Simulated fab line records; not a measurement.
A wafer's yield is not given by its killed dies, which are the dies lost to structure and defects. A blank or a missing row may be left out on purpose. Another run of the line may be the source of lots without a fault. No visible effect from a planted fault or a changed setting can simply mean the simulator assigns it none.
A lot that was struck, set against a sound lot || flow nandHarc || 15 steps out of a route of 1159
Sound: the wafers L467.1, L467.2, L467.4. Struck: wafers L473.4, L473.6 (left out: L473.1, a lot-mate that was not struck); the cause follows at the end.
Each step with rows lists, per side, the tool, then ch with its chambers, then its first start. Under that, the readings that differ: sound wafers || struck wafers || difference of the means || sigmas: that difference in standard deviations of wafers without a fault.
alike: same words and numbers on both sides, and readings whose means sit less than 2 such deviations apart. not compared: any withheld reading, any reading some wafer has no value for, any bound like >300 that may hide the same value, and any number with overlapping values for which the record gives no deviation.
Wherever a step has rows on one side only, a row that says differs or no value, or a row with sigmas, the two part there. Numbers that have no deviation but don't overlap get no sigmas and don't part them. Lack of a reading on every wafer of one side parts them only where that side has two or more wafers.

first, 6 steps without rows for these wafers: NHARC_A_CONTACT_COAT_63 (resist thk 90 nm); NHARC_A_CONTACT_SOFTBAKE_64 (time 55 s); NHARC_A_CONTACT_EBR_65; NHARC_A_CONTACT_EXPOSE_66 (exposes mask A CC 2); NHARC_A_CONTACT_PEB_67 (peb time 65 s); NHARC_A_CONTACT_DEVELOP_68 (develop time 35 s).
NHARC_A_CONTACT_CD_MEAS_69: target cd 200 nm.
  sound on cdSem-02 ch 0, day 17 18:20; struck on cdSem-01 ch 0, day 19 10:41
{"reading": "cdNm (nm)", "sound": "200.1 198.5 199.1", "struck": "201.1 200.4", "difference": "+1.5", "sigmas": "+2"}
NHARC_A_CONTACT_OVL_MEAS_70:
  sound: overlay-02 at day 17 18:26; struck: overlay-02 at day 19 10:47
{"reading": "overlayYNm (nm)", "sound": "1.5 1.5 1.1", "struck": "0.2 -0.8", "difference": -1.7, "sigmas": -2}
  alike: overlayXNm
NHARC_A_CONTACT_INSPECT_71:
  sound: defectInspect-01 at day 17 18:28; struck: defectInspect-01 at day 19 10:49
  alike: rawDefectCount
NHARC_A_CONTACT_DESCUM_74: chemistry O2, time 3 s.
  sound on rieDiel-03 ch 0,1,3, day 17 18:32; struck on rieDiel-03 ch 1,2, day 19 10:52
  alike: drypumpMotorCurrentA, oesProductAu, rfVppV, showerheadPlenumPTorr, throttleValvePct
  not compared: rfHoursCounterH
NHARC_A_CONTACT_ETCH_75: etches the open film in CF4, target depth 39 nm, time 65 s.
  sound on rieDiel-03 ch 0,2,3, day 17 18:41; struck on rieDiel-03 ch 0,3, day 19 11:01
  alike: drypumpMotorCurrentA, oesProductAu, rfVppV, showerheadPlenumPTorr, throttleValvePct
  not compared: rfHoursCounterH
NHARC_A_CONTACT_ETCH_76: etches the open film in N2/H2, target depth 260 nm, time 475.3 s.
  sound on rieDiel-03 ch 0,2,3; struck on rieDiel-03 ch 0,1
  alike: drypumpMotorCurrentA, oesProductAu, rfVppV, showerheadPlenumPTorr, throttleValvePct
  not compared: rfHoursCounterH
NHARC_A_CONTACT_ETCH_77: etches the open film in CF4/CHF3, target depth 72.6 nm, time 36.3 s.
  sound on rieDiel-03 ch 0,2,3, day 17 19:12; struck on rieDiel-03 ch 1,2, day 19 11:27
{"reading": "oesProductAu (a.u.)", "sound": "0.934 0.939 0.935", "struck": "0.845 0.851", "difference": -0.088, "sigmas": -4}
  alike: drypumpMotorCurrentA, rfVppV, showerheadPlenumPTorr, throttleValvePct
  not compared: rfHoursCounterH
NHARC_A_CONTACT_ETCH_78: etches the open film in O2/COS, target depth 2800 nm, time 728 s.
  sound on rieDiel-03 ch 0,2,3; struck on rieDiel-03 ch 2,3
{"reading": "rfHoursCounterH (h)", "sound": "0 1 1", "struck": "- -", "difference": "no value on the struck wafers", "sigmas": ""}
  alike: drypumpMotorCurrentA, oesProductAu, rfVppV, showerheadPlenumPTorr, throttleValvePct
next, for these wafers, 1 step has no rows: NHARC_END_SORT_01.

## WHERE THEY PART
Earliest at NHARC_A_CONTACT_CD_MEAS_69; latest, in this record, at NHARC_A_CONTACT_ETCH_78.

WHY: whatever the simulator had introduced
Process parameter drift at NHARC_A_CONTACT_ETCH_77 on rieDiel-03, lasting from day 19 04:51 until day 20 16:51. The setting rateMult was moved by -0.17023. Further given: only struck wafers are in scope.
